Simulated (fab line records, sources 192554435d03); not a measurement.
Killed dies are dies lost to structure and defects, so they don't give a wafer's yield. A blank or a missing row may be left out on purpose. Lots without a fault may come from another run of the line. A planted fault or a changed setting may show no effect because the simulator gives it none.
Chamber matching | flow n5_finfet | N5_BEOL_M11_DESCUM_16 on rie_diel-06: 4 sister chambers
The step chemistry O2, time 7.9 s. 4 wafers are shown with their chamber, then 7 later ones without.

WAFERS WITH THEIR CHAMBER
wafer  | chamber | drypump_motor_current_A (A)
L080.4 | 0       | 5.5
L081.6 | 1       | 5.3
L089.1 | 3       | 6.8
L089.4 | 2       | 5.7

WAFERS WITHOUT THEIR CHAMBER
wafer  | drypump_motor_current_A (A)
L089.6 | 6.8
L091.3 | 5.5
L091.4 | 6.8
L091.6 | 5.3
L092.1 | 5.7
L092.3 | 5.5
L092.6 | 6.7

WHICH CHAMBER EACH WENT THROUGH
wafer  | from the rows above | in truth
L089.6 | 3                   | 3
L091.3 | 0                   | 0
L091.4 | 3                   | 3
L091.6 | 1                   | 1
L092.1 | 2                   | 2
L092.3 | 0                   | 0
L092.6 | 3                   | 3
Placed correctly: 7 of 7. Can't be placed from these rows: 0. Placed wrongly: 0.
How it was worked out, from the rows above alone: a wafer's distance from a chamber is the root of the sum, over the readings, of the square of ((its reading less the chamber's mean) divided by the reading's scatter). The wafer belongs to the nearest chamber; if the next one is less than 2 further off, it can't be placed. A chamber's mean is the mean of its shown wafers. The scatter: with one shown wafer a chamber, the root of the mean of the squares of how far each hidden wafer lies from its nearest shown one.
